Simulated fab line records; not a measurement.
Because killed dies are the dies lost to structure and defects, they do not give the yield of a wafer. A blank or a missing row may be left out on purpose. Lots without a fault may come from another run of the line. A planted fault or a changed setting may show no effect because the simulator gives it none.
Which tool is to blame? ; flow nand harc ; 12 lots, 36 wafers sampled, at 1 step of a route of 1159

WHAT EACH GAUGE READ, for each wafer
NHARC_A_SLIT_INSPECT_11.
lot;measured;on;raw defect count
L745;day 14 21:05;defect inspect-01;14 29 20
L747;day 14 21:14;defect inspect-02;7 9 15
L746;day 14 21:24;defect inspect-01;15 23 24
L750;day 15 03:10;defect inspect-01;29 27 22
L748;day 15 05:07;defect inspect-02;17 12 14
L754;day 16 22:16;defect inspect-02;32 30 38
L759;day 17 23:34;defect inspect-01;13 15 10
L757;day 18 01:03;defect inspect-01;23 15 18
L762;day 19 05:18;defect inspect-02;11 9 8
L761;day 19 05:20;defect inspect-02;33 33 37
L764;day 19 09:17;defect inspect-02;44 37 44
L767;day 19 11:25;defect inspect-02;27 22 15

WHAT TOOL EACH LOT RAN ON (gives the tool, then ch and the chambers of the sampled wafers, and finally the start)
The record holds no process step before these readings.

AS READ BY THE TOOLS THEMSELVES (means over the sampled wafers that have a number; for cases with no such wafer, the mark the record gives instead)
The record holds no such reading with a usual standard deviation.

THE ANSWER, worked out from the rows above alone
Rule: usual is defined by the lots themselves. The widest of any qualifying gaps counts: lots, ordered by their means at a reading, are off when they make up no more than a third of the lots, leave a main group of 4 or more, and stand apart from it by 3 or more times the standard deviation of that group's means. If all means in a main group match to the digits the tables above print for the reading, that group is not used. A lot without any number at a reading at which 4 lots or more have one is off too. All remaining lots with rows at the step are treated as sound. After the gauges, taken in route order, come the tools' own readings; for these a lot's mean is taken, as printed above. At the first step where some lot is off, the reading lying furthest off is the one used; lots without a number count as furthest.
Nothing can be told from this: no lot is off at any reading shown.

WHAT HAD BEEN PUT IN BY THE SIMULATOR
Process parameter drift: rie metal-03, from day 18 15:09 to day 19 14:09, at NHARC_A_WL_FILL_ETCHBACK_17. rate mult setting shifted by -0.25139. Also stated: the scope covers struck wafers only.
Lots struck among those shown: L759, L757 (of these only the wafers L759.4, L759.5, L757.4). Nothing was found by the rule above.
